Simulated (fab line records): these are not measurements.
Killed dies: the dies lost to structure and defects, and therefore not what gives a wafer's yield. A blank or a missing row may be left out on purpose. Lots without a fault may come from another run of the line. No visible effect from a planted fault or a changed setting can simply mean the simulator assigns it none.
Chamber matching -- flow nand harc -- NHARC_A_STAIRCASE_CMP_152 on cmp-03 has 4 sister chambers
The step polishes. 18 wafers are shown with their chamber, then 9 later ones without.

== EACH WAFER AND ITS CHAMBER ==
wafer,chamber,motor current A (A),slurry filter dp kPa (kPa)
L074.3,0,13.3,13.55
L074.5,2,11.6,13.62
L074.6,1,13.2,13.55
L076.1,3,10.6,13.49
L076.3,0,13.8,13.48
L076.6,1,13.6,13.46
L079.2,2,10.3,13.61
L079.3,0,13.2,13.42
L079.5,0,13.4,13.82
L085.1,0,13.4,13.55
L085.4,1,14.4,13.48
L085.6,3,10.6,13.46
L087.1,1,13.4,13.83
L087.3,3,10.4,13.40
L087.4,0,13.6,13.60
L090.3,3,10.6,13.41
L090.5,0,13.8,13.32
L090.6,3,10.7,13.40

SIGNATURES, as means of the wafers listed above
reading,chamber 0,chamber 1,chamber 2,chamber 3,scatter within a chamber
motor current A,13.500,13.650,10.950,10.580,0.384
slurry filter dp kPa,13.5343,13.5800,13.6150,13.4320,0.132
Rule: a wafer lies at a distance from a chamber equal to the root of the sum of squares, over the readings, of (its reading less the chamber's mean, divided by the reading's scatter). If the next closest chamber is less than 2 further off than the closest, the wafer can't be placed; otherwise it belongs to the closest. The scatter is the square root of a quotient: the sum, over the shown wafers, of each reading's squared deviation from its chamber's mean, divided by wafers minus chambers.

== WAFERS MISSING THEIR CHAMBER ==
wafer,motor current A (A),slurry filter dp kPa (kPa)
L093.1,11.4,13.37
L093.4,13.5,13.59
L093.5,11.0,13.61
L094.1,10.5,13.54
L094.3,13.7,13.37
L094.5,10.8,13.78
L096.1,12.9,13.63
L096.4,12.1,13.69
L096.5,10.8,13.71

== CHAMBER TAKEN BY EACH ==
wafer,from the rows above,in truth
L093.1,can't be placed: 3 or 2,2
L093.4,can't be placed: 1 or 0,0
L093.5,can't be placed: 2 or 3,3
L094.1,can't be placed: 3 or 2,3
L094.3,can't be placed: 0 or 1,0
L094.5,can't be placed: 2 or 3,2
L096.1,can't be placed: 0 or 1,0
L096.4,can't be placed: 2 or 0 or 1 or 3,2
L096.5,can't be placed: 2 or 3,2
Placed correctly: 0 of 9. Can't be placed from these rows: 9 (the true chamber is among the candidates in 9). Wrongly placed: 0.
